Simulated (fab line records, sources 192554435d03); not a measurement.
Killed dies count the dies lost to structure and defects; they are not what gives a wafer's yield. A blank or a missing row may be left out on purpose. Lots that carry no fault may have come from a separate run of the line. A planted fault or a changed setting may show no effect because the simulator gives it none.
A sampling plan put to the test	flow n5Finfet	80 faults told of in these records, all on one fab line, each judged by the records of the lots it struck
What counts as the plan is the set of the line's own looks, namely the steps on the route at which a gauge or an inspection reads a wafer and does not change it. Where struck wafers have a number at a look and the file lists that look's usual mean and standard deviation on fault-free wafers, the look can be judged. Caught: 4 or more of those standard deviations (sigma) separate the usual mean from the mean of the struck wafers at a look after the fault's first step. On the tool: here the same test is run on the tool's own readings at the fault's steps. It also counts as caught if the struck wafers ran another recipe or if their record alone is blank.

== THE FAULTS, as the simulator had put them in ==
1. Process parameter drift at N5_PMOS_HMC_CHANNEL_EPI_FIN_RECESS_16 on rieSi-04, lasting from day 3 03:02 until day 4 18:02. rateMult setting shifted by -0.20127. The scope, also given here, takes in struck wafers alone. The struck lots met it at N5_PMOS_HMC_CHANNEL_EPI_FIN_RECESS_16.
2. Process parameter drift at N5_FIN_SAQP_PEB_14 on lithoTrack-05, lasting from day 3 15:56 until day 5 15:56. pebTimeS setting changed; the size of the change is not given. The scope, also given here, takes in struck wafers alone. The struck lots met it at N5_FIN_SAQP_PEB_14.
3. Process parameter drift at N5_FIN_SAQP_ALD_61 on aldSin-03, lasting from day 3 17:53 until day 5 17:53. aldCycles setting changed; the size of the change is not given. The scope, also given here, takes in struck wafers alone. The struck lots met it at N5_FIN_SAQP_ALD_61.
4. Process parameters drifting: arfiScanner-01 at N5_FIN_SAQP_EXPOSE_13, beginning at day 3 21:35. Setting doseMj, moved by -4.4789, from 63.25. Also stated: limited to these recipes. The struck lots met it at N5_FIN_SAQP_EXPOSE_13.
5. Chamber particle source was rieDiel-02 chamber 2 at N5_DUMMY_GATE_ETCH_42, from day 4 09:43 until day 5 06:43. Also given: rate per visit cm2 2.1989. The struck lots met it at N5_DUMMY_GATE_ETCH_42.
6. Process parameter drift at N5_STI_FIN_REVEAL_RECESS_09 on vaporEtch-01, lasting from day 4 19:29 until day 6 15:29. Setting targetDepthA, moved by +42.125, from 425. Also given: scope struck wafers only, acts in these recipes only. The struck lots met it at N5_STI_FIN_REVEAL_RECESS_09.
7. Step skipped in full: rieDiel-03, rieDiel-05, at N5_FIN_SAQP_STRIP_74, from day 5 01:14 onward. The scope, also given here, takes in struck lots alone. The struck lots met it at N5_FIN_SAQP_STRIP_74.
8. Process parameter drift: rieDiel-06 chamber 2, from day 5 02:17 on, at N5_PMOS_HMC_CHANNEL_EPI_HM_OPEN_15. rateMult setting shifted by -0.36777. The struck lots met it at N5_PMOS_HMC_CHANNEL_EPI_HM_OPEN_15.
9. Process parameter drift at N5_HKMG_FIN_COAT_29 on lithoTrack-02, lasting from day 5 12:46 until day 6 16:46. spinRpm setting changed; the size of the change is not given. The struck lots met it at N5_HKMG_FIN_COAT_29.
10. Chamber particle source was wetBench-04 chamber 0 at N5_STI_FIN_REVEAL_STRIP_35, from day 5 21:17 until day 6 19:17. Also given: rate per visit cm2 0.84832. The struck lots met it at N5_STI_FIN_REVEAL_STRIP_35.
11. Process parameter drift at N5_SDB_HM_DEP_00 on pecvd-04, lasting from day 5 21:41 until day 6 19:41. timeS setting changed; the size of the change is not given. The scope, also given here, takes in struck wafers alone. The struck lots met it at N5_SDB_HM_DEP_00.
12. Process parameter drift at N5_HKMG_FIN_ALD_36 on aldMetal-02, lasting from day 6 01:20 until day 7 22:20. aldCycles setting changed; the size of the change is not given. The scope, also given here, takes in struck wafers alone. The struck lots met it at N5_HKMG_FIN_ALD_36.
13. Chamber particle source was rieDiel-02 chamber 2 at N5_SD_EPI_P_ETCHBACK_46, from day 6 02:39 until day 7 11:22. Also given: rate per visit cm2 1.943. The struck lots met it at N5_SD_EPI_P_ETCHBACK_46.
14. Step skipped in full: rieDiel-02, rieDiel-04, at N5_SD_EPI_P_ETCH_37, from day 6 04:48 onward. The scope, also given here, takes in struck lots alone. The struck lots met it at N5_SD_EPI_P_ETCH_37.
15. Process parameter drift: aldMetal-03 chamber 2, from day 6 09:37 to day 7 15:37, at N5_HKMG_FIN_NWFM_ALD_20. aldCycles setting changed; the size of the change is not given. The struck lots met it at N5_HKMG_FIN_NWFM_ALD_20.
16. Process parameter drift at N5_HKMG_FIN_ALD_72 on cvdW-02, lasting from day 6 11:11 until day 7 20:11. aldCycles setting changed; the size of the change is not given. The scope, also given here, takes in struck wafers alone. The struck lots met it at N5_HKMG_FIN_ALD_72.
17. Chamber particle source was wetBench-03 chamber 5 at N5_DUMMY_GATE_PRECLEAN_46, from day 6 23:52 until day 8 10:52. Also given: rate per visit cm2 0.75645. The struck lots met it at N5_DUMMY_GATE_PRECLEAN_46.
18. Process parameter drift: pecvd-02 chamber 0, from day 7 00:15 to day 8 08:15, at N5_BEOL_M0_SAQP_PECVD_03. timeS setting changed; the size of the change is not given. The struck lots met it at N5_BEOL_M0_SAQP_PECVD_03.
19. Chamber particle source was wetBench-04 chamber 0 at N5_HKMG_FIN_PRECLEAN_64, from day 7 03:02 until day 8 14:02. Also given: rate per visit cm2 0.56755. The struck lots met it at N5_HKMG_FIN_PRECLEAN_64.
20. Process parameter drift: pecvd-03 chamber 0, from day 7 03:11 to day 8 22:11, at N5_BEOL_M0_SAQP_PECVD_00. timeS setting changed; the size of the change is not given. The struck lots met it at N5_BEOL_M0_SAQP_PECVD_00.
21. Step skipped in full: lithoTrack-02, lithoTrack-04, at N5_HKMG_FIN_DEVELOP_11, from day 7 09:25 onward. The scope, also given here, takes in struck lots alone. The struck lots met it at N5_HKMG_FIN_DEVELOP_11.
22. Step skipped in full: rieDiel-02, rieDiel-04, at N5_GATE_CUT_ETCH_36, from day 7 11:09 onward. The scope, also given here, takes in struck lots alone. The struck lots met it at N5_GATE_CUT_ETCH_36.
23. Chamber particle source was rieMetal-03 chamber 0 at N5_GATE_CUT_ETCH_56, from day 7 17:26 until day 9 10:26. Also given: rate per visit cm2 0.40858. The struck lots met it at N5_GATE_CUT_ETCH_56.
24. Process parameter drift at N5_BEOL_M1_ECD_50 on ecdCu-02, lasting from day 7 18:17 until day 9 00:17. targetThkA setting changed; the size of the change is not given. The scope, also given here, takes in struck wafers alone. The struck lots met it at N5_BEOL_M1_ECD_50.
25. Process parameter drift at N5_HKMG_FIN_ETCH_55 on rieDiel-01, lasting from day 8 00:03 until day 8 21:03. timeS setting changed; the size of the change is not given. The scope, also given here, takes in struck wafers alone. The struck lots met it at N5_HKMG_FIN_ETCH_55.
26. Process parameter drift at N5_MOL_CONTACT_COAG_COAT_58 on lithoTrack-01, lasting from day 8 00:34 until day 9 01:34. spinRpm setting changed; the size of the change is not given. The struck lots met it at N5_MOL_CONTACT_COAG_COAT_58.
27. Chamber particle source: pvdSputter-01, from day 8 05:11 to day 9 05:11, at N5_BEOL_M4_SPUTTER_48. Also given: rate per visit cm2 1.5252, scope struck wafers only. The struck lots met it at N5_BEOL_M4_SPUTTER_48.
28. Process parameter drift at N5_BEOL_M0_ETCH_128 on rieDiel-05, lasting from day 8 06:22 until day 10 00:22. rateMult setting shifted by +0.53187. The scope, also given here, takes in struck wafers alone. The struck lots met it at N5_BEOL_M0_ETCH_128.
29. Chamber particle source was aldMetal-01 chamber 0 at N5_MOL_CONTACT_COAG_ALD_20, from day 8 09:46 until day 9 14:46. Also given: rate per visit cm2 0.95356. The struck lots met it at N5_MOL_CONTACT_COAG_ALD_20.
30. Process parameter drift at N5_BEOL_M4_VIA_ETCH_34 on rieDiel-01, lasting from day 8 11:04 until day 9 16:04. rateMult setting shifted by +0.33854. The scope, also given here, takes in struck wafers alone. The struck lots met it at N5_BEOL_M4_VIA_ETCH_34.
31. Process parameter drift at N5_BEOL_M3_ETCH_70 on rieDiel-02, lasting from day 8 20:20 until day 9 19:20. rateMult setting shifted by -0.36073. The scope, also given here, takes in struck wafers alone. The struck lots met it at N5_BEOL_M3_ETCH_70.
32. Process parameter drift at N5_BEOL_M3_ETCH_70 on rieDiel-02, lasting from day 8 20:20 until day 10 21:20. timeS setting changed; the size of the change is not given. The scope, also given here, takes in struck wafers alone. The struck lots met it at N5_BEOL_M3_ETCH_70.
33. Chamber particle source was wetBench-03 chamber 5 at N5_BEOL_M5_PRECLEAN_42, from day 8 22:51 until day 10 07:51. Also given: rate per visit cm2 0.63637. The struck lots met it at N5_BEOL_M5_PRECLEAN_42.
34. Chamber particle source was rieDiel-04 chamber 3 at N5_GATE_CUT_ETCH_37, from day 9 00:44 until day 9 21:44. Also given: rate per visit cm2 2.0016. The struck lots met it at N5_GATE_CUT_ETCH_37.
35. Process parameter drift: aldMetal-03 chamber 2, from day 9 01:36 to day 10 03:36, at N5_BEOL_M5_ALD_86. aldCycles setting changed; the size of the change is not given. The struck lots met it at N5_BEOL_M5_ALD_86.
36. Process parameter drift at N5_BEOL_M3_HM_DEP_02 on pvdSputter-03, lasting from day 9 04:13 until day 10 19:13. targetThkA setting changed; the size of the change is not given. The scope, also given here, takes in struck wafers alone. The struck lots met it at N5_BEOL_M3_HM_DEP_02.
37. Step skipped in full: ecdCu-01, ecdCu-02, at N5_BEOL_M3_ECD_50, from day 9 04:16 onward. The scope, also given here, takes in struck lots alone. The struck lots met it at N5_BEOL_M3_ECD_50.
38. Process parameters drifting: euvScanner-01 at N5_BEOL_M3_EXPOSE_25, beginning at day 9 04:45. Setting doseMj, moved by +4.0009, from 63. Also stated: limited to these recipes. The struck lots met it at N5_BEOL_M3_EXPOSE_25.
39. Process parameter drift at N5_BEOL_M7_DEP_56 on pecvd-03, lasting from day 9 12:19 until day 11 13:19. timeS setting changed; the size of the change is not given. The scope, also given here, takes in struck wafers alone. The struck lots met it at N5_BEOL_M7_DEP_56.
40. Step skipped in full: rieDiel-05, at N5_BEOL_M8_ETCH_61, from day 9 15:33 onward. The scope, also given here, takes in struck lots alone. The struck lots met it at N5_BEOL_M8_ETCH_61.
41. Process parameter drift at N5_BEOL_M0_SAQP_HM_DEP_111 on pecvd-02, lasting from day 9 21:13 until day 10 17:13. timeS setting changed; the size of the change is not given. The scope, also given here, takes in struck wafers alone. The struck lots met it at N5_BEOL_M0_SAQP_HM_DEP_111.
42. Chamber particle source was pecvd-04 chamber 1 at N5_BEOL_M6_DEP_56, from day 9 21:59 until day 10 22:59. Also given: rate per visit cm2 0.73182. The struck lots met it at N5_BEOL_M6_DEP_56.
43. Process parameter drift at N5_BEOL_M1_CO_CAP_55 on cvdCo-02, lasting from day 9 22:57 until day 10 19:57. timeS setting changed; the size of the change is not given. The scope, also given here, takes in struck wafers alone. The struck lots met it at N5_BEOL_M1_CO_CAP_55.
44. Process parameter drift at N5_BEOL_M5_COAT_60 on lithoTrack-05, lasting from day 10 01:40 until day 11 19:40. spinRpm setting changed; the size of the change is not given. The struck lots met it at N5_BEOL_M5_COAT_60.
45. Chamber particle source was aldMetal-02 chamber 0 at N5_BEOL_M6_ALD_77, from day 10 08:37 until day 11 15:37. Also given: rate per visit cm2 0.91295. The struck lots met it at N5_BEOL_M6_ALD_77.
46. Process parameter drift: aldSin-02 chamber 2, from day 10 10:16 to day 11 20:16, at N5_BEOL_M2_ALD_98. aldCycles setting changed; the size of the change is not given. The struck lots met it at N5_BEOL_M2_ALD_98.
47. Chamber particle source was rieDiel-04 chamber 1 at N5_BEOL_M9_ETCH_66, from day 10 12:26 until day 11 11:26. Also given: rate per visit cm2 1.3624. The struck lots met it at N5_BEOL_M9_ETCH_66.
48. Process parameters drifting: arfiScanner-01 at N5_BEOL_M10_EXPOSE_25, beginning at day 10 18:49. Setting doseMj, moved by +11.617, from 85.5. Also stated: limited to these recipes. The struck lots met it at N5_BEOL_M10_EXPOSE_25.
49. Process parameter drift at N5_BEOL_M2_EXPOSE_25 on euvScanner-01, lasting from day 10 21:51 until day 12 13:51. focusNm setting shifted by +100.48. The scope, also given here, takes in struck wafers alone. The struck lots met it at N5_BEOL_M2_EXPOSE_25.
50. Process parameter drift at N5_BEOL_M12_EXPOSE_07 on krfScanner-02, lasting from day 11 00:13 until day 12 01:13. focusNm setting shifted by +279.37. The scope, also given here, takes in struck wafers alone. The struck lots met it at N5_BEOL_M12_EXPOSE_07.
51. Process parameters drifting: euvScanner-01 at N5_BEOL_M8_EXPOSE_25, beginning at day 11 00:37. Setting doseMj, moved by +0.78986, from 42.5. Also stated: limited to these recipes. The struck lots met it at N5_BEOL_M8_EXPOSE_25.
52. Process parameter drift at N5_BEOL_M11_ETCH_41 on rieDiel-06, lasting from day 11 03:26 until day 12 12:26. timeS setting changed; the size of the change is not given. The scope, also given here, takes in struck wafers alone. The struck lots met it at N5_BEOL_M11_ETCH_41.
53. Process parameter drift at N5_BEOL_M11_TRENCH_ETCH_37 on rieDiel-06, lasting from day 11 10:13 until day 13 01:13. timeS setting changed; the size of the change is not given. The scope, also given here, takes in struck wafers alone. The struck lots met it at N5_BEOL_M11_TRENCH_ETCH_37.
54. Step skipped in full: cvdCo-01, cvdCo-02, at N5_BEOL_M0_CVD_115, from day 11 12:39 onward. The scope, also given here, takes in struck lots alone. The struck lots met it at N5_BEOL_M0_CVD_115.
55. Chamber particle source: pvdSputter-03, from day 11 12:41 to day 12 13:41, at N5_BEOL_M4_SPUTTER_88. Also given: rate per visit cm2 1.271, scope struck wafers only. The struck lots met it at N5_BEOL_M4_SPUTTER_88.
56. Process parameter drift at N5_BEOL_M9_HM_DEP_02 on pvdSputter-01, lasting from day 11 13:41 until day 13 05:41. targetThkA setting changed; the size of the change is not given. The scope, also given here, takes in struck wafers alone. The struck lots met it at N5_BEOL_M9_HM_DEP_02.
57. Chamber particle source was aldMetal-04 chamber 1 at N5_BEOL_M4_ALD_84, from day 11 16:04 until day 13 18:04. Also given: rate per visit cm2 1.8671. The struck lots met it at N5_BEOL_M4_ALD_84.
58. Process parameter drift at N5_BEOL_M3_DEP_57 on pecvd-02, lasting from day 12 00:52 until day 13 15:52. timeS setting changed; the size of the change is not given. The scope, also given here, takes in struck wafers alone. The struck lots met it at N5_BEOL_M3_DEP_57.
59. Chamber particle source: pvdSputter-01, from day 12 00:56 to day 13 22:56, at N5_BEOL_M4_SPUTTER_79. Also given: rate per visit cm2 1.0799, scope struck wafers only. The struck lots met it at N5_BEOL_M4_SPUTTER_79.
60. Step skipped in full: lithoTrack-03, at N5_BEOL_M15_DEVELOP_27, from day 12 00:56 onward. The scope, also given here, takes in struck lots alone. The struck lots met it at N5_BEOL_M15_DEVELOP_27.
61. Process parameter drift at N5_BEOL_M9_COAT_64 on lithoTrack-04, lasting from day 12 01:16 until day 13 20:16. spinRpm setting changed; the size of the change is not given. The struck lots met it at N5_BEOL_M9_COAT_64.
62. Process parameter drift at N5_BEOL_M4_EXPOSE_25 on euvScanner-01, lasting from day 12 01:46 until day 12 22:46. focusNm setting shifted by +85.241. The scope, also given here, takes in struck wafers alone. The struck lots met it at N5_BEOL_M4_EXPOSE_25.
63. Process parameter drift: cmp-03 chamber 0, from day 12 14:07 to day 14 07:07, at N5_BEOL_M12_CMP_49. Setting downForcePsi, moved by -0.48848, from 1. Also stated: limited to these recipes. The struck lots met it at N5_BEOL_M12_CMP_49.
64. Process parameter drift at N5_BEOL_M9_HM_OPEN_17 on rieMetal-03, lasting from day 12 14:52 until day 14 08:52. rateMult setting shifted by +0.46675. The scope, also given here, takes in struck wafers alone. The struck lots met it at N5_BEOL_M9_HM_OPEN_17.
65. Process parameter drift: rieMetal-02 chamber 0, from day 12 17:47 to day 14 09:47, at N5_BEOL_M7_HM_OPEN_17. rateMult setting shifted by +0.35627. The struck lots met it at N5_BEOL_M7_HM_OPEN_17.
66. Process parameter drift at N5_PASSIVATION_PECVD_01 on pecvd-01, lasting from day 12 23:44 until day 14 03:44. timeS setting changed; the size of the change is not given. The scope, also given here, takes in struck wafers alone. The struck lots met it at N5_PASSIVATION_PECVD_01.
67. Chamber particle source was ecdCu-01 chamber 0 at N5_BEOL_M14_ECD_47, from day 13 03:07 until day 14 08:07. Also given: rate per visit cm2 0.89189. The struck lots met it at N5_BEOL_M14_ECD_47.
68. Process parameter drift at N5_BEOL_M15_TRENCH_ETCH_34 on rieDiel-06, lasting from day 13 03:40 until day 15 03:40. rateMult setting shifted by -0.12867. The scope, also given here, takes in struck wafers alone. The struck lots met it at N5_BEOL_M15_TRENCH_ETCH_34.
69. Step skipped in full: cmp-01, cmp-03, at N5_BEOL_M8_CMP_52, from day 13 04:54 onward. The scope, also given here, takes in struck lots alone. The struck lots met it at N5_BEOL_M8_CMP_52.
70. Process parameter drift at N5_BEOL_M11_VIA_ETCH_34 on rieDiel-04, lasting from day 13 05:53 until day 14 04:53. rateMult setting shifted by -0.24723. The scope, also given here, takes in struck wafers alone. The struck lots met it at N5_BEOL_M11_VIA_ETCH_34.
71. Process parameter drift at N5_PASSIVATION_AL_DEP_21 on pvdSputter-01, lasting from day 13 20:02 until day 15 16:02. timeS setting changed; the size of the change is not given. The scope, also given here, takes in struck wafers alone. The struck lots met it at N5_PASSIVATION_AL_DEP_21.
72. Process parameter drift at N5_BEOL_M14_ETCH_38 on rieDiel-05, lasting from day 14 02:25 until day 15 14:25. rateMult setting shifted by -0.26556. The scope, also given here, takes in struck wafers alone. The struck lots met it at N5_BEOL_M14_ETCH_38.
73. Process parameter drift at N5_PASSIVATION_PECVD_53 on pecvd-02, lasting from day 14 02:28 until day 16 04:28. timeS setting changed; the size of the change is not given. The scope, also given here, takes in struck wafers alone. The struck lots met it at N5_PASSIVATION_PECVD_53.
74. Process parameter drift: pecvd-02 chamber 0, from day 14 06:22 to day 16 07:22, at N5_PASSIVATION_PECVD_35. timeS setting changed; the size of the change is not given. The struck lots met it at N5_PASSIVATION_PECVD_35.
75. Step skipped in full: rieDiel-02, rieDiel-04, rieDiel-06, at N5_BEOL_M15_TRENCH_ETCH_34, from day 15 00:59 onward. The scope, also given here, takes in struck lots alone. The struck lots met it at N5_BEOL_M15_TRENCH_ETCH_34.
76. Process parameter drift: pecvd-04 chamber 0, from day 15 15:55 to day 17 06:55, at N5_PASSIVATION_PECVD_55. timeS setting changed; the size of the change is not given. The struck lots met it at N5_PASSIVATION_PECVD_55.
77. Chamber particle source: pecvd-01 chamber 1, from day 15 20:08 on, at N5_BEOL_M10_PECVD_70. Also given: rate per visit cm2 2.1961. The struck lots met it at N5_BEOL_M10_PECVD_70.
78. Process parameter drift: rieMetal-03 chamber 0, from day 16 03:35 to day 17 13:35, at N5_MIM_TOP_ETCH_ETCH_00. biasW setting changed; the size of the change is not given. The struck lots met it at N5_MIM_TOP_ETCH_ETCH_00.
79. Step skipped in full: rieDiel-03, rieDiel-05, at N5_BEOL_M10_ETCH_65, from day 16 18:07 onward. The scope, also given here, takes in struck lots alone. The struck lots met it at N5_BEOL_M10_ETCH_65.
80. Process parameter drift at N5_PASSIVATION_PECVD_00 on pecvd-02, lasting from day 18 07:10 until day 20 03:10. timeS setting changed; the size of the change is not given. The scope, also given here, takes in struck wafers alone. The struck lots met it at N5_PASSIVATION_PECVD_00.

== WHAT THE PLAN SAW ==
fault	on the tool itself	first look that catches it	reading, sigma	median hours from its first step to that look	hours from the fault's start to the first struck lot there	judged looks passed uncaught
1	oesProductAu -7.0 sigma	N5_PMOS_HMC_CHANNEL_EPI_THK_MEAS_22	HMC_CMP_THK -11	1.8	11	0
2	under 2 sigma	N5_FIN_SAQP_CD_MEAS_16	cdNm -9.8	0.1	18	0
3	under 2 sigma	not the one look that can be judged after it	-	-	-	1
4	exposureDoseMJCm2 -65 sigma	N5_FIN_SAQP_CD_MEAS_16	cdNm +5.1	0.1	6	0
5	under 2 sigma	N5_DUMMY_GATE_INSPECT_27	rawDefectCount +16	0.2	17	0
6	under 2 sigma	N5_STI_FIN_REVEAL_FIN_H_MEAS_10	trenchDepthNm +4.8	2.2	6	0
7	no reading that can be judged	no look after it can be judged	-	-	-	0
8	only faintly: oesProductAu -2.8 sigma	no look after it can be judged	-	-	-	0
9	spinSpeedRpm +99 or beyond sigma	none of the 3 looks that can be judged after it	-	-	-	3
10	under 2 sigma	N5_STI_FIN_REVEAL_INSPECT_13	rawDefectCount +99 or beyond	0.4	3	0
11	under 2 sigma	no look after it can be judged	-	-	-	0
12	under 2 sigma	not the one look that can be judged after it	-	-	-	1
13	only faintly: throttleValvePct +2.1 sigma	N5_SD_EPI_P_INSPECT_26	rawDefectCount +25	3.3	11	1
14	the tool's record is blank for the struck wafers	no look after it can be judged	-	-	-	0
15	under 2 sigma	no look after it can be judged	-	-	-	0
16	under 2 sigma	no look after it can be judged	-	-	-	0
17	no reading that can be judged	none of the 4 looks that can be judged after it	-	-	-	4
18	runLengthS -16 sigma	not the one look that can be judged after it	-	-	-	1
19	under 2 sigma	none of the 3 looks that can be judged after it	strongest: NWFM_OVL at N5_HKMG_FIN_OVL_MEAS_13, +2.4	-	-	3
20	only faintly: showerheadPlenumPTorr +2.0 sigma	none of the 5 looks that can be judged after it	-	-	-	5
21	no reading that can be judged	no look after it can be judged	-	-	-	0
22	the tool's record is blank for the struck wafers	no look after it can be judged	-	-	-	0
23	under 2 sigma	no look after it can be judged	-	-	-	0
24	no reading that can be judged	not the one look that can be judged after it	-	-	-	1
25	runLengthS -88 sigma	no look after it can be judged	-	-	-	0
26	spinSpeedRpm -99 or beyond sigma	not the one look that can be judged after it	-	-	-	1
27	under 2 sigma	no look after it can be judged	-	-	-	0
28	under 2 sigma	not the one look that can be judged after it	-	-	-	1
29	only faintly: precursorPulseHeightRel -2.3 sigma	no look after it can be judged	-	-	-	0
30	only faintly: oesProductAu +2.3 sigma	not the one look that can be judged after it	-	-	-	1
31	under 2 sigma	not the one look that can be judged after it	-	-	-	1
32	runLengthS -39 sigma	not the one look that can be judged after it	-	-	-	1
33	no reading that can be judged	not the one look that can be judged after it	-	-	-	1
34	under 2 sigma	no look after it can be judged	-	-	-	0
35	under 2 sigma	N5_BEOL_M15_RC_MEAS_101	COMB_M5 +47	73.9	96	0
36	under 2 sigma	N5_BEOL_M3_OCD_MEAS_38	trenchDepthNm -49	4.0	5	0
37	no reading that can be judged	no look after it can be judged	-	-	-	0
38	exposureDoseMJCm2 +55 sigma	N5_BEOL_M3_CD_MEAS_28	cdNm +4.3	0.1	5	0
39	under 2 sigma	not the one look that can be judged after it	-	-	-	1
40	the tool's record is blank for the struck wafers	no look after it can be judged	-	-	-	0
41	under 2 sigma	none of the 4 looks that can be judged after it	strongest: ION_N at N5_BEOL_M4_RC_MEAS_101, +2.3	-	-	4
42	under 2 sigma	N5_BEOL_M6_INSPECT_58	rawDefectCount +24	0.1	15	0
43	runLengthS +99 or beyond sigma	not the one look that can be judged after it	-	-	-	1
44	spinSpeedRpm -99 or beyond sigma	no look after it can be judged	-	-	-	0
45	under 2 sigma	no look after it can be judged	-	-	-	0
46	under 2 sigma	not the one look that can be judged after it	-	-	-	1
47	under 2 sigma	no look after it can be judged	-	-	-	0
48	exposureDoseMJCm2 +99 or beyond sigma	N5_BEOL_M10_CD_MEAS_28	cdNm +10	0.1	5	0
49	no reading that can be judged	N5_BEOL_M2_CD_MEAS_28	cdNm -60	0.1	4	0
50	no reading that can be judged	N5_BEOL_M12_CD_MEAS_10	cdNm -15	0.2	0	0
51	exposureDoseMJCm2 +15 sigma	no look after it can be judged	-	-	-	0
52	runLengthS +54 sigma	no look after it can be judged	-	-	-	0
53	runLengthS -28 sigma	N5_BEOL_M11_OCD_MEAS_38	trenchDepthNm -16	0.2	0	0
54	the tool's record is blank for the struck wafers	no look after it can be judged	-	-	-	0
55	only faintly: throttleValvePct -2.2 sigma	none of the 3 looks that can be judged after it	-	-	-	3
56	under 2 sigma	no look after it can be judged	-	-	-	0
57	under 2 sigma	none of the 2 looks that can be judged after it	-	-	-	2
58	under 2 sigma	none of the 2 looks that can be judged after it	-	-	-	2
59	under 2 sigma	none of the 2 looks that can be judged after it	-	-	-	2
60	no reading that can be judged	no look after it can be judged	-	-	-	0
61	spinSpeedRpm +99 or beyond sigma	no look after it can be judged	-	-	-	0
62	under 2 sigma	N5_BEOL_M4_CD_MEAS_28	cdNm -46	0.1	4	0
63	overpolishRunS -99 or beyond sigma	no look after it can be judged	-	-	-	0
64	under 2 sigma	no look after it can be judged	-	-	-	0
65	under 2 sigma	no look after it can be judged	-	-	-	0
66	under 2 sigma	no look after it can be judged	-	-	-	0
67	no reading that can be judged	not the one look that can be judged after it	-	-	-	1
68	under 2 sigma	N5_BEOL_M15_THK_MEAS_50	M15_THK -6.0	3.9	40	0
69	the tool's record is blank for the struck wafers	N5_BEOL_M8_THK_MEAS_53	M8_THK +92	0.2	3	0
70	under 2 sigma	no look after it can be judged	-	-	-	0
71	under 2 sigma	none of the 4 looks that can be judged after it	-	-	-	4
72	under 2 sigma	no look after it can be judged	-	-	-	0
73	runLengthS +13 sigma	no look after it can be judged	-	-	-	0
74	runLengthS +92 sigma	no look after it can be judged	-	-	-	0
75	the tool's record is blank for the struck wafers	no look after it can be judged	-	-	-	0
76	under 2 sigma	none of the 3 looks that can be judged after it	-	-	-	3
77	under 2 sigma	N5_BEOL_M10_INSPECT_13	rawDefectCount +17	2.3	16	0
78	biasW +57 sigma	no look after it can be judged	-	-	-	0
79	the tool's record is blank for the struck wafers	no look after it can be judged	-	-	-	0
80	under 2 sigma	no look after it can be judged	-	-	-	0
A dash: the fault isn't caught, or these records don't give the number.

Caught at a look: 19 of 80. Caught on the tool: 26 of 80. By one or the other: 39 of 80.
On the tool alone, faults 9, 14, 18, 22, 25, 26, 32, 40, 43, 44, 51, 52, 54, 61, 63, 73, 74, 75, 78, 79 were caught.
Caught at a look alone: faults 2, 5, 6, 10, 13, 35, 36, 42, 49, 50, 62, 68, 77.
Caught by neither: faults 3, 7, 8, 11, 12, 15, 16, 17, 19, 20, 21, 23, 24, 27, 28, 29, 30, 31, 33, 34, 37, 39, 41, 45, 46, 47, 55, 56, 57, 58, 59, 60, 64, 65, 66, 67, 70, 71, 72, 76, 80.

== THINNER SAMPLING ==
Were the look that catches a fault to measure just every second or every third lot (counted by lot number), the first struck lot would, at worst, be measured this late:
fault	struck lots at that look, in order of time	every lot	every second lot	every third lot
1	L967	11 h	may miss it	may miss it
2	L156, L159	18 h	37 h	may miss all 2
4	L625, L626	6 h	13 h	may miss all 2
5	L293, L294	17 h	21 h	may miss all 2
6	L525, L526	6 h	12 h	may miss all 2
10	L668, L670	3 h	may miss all 2	may miss all 2
13	L822	11 h	may miss it	may miss it
35	L873	96 h	may miss it	may miss it
36	L570, L572, L573	5 h	35 h	may miss all 3
38	L870, L871	5 h	6 h	may miss all 2
42	L351	15 h	may miss it	may miss it
48	L551, L553, L554	5 h	20 h	may miss all 3
49	L999, L100, L101	4 h	13 h	24 h
50	L802, L804, L803, L805	0 h	13 h	13 h
53	L480, L483, L485	0 h	14 h	may miss all 3
62	L499	4 h	may miss it	may miss it
68	L678	40 h	may miss it	may miss it
69	L978, L977	3 h	7 h	may miss all 2
77	L865, L866, L864	16 h	37 h	51 h
Hours: fault start to first struck lot measured. 4 sigma limit: tested on the pooled struck wafers, so a lone lot may be under it. Other struck lots may not be in these records.

== THE LONGEST TIMED WAY FROM STEP TO LOOK ==
In fault 35, a median of 73.9 hours elapses between N5_BEOL_M5_ALD_86 and N5_BEOL_M15_RC_MEAS_101. No look between them can be judged.
